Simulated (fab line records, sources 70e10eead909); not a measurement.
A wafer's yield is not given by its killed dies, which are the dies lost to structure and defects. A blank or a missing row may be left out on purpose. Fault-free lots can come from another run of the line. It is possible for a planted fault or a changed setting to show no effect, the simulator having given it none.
Problem report in the 8D (eight disciplines) form, filled by code | flow nandHarc | the parts of the form that need people (team, actions taken, sign-off) are left out

1. THE ISSUE
heaterPowerTotalW at NHARC_A_BONDPAD_SOFTBAKE_04 reads a mean of 207.2 W on 3 wafers of 2 lots; wafers without a fault read 200.7 W with a standard deviation of 1.3. Measured from the usual mean, that is +5.0 standard deviations.
The step: time 70 s.
Seen first at day 29 05:00 on lithoTrack-03, wafer L947.6. At this step, 39 wafers from 14 lots have a number in the record. The rule behind "out" and "out of limits": a value lying over 4 standard deviations away from the usual mean. The other wafers with a number count as sound.

2. WHAT THIS IS AND IS NOT
question                    | is                     | is not
which readings at this step | heaterPowerTotalW      | exhaustPa, resistLineTempC
which lots                  | L947, L948             | L934, L935, L937, L938, L939, L949, L950, L951, L953, L954, L956, L957
which wafers of those lots  | all that have a number | -
read on which tools         | lithoTrack-03          | lithoTrack-02, lithoTrack-05
when                        | from day 29 05:00      | up to then (18 sound wafers); but 18 sound wafers of L949, L951, L953, L954, L956, L957 came after

3. SUSPECTS, AND WHAT RULES EACH OUT
Counting: a tool at a process step up to the reading stays a suspect if it ran every lot that is out and no sound lot after the first of them.
- lithoTrack-03 at NHARC_A_BONDPAD_SOFTBAKE_04 (time 70 s): ruled out as a lasting fault. After its first lot that is out, L947 (day 29 05:00), sound lots L956 ran on it.
Left after counting: nothing in the record.

4. THE CAUSE (what the simulator had put in)
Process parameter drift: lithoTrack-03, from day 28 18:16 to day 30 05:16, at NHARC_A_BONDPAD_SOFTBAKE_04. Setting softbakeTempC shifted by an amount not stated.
Counting ruled it out, wrongly.

5. SEQUENCE OF EFFECTS, ordered by route
One row per reading whose mean, taken over the struck wafers that have a number, lies over 3 standard deviations from the usual. Scope: only readings with a usual standard deviation given in the record; hours: median across lots of the time from each lot's start at the first step in this table that gives one to its start at this step; sigmas: change in usual standard deviations.
hours | step                        | reading           | usual   | on struck wafers | change | sigmas
0     | NHARC_A_BONDPAD_SOFTBAKE_04 | heaterPowerTotalW | 200.7 W | 207.2            | +6.5   | +5.0
Process steps it contains:
- NHARC_A_BONDPAD_SOFTBAKE_04: time 70 s.
At these later measuring or inspecting steps, every struck wafer for which the step has a row has a number for every such reading, and none has moved that far: NHARC_END_SORT_01.

6. HOW IT WOULD HAVE BEEN CAUGHT EARLIER
In this record the first reading out of limits was taken at day 29 05:00, 11 hours after the fault began at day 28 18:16.
